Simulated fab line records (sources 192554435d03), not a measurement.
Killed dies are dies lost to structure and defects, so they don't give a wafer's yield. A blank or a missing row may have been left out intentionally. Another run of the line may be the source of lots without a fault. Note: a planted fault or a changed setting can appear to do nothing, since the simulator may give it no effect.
Matching of chambers -- flow n5_finfet -- N5_DUMMY_GATE_CMP_04 on cmp-02 has 4 sister chambers
The step polishes a-Si. 4 wafers are shown with their chamber, then 12 later ones without.

== WAFERS PAIRED WITH THEIR CHAMBERS ==
wafer,chamber,motor_current_A (A)
L080.3,3,10.7
L083.1,1,11.8
L083.3,2,7.7
L083.6,0,9.3

== WAFERS WITH NO CHAMBER GIVEN ==
wafer,motor_current_A (A)
L084.1,10.0
L084.2,11.7
L084.5,10.0
L087.1,11.2
L087.2,9.2
L087.3,8.0
L088.1,8.8
L088.2,12.3
L088.3,10.1
L090.2,10.2
L090.3,9.1
L090.5,7.8

== EACH ONE'S CHAMBER ==
wafer,from the rows above,in truth
L084.1,can't be placed: 0 or 3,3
L084.2,can't be placed: 1 or 3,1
L084.5,can't be placed: 0 or 3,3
L087.1,can't be placed: 3 or 1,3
L087.2,0,0
L087.3,2,2
L088.1,can't be placed: 0 or 2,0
L088.2,1,1
L088.3,can't be placed: 3 or 0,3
L090.2,can't be placed: 3 or 0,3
L090.3,0,0
L090.5,2,2
Correct placement for 5 of the 12. Cannot be placed on the basis of these rows: 7; the candidates contain the true chamber in 7. Placed wrongly: 0.
How it was worked out, from the rows above alone: a wafer's distance from a chamber is the root of the sum, over the readings, of the square of ((its reading less the chamber's mean) divided by the reading's scatter). If the next closest chamber is less than 2 further off than the closest, the wafer can't be placed; otherwise it belongs to the closest. Each chamber's mean is taken over the wafers shown for it. The scatter (one wafer shown for each chamber): square how far every hidden wafer sits from the nearest shown wafer, average those squares and take the square root.
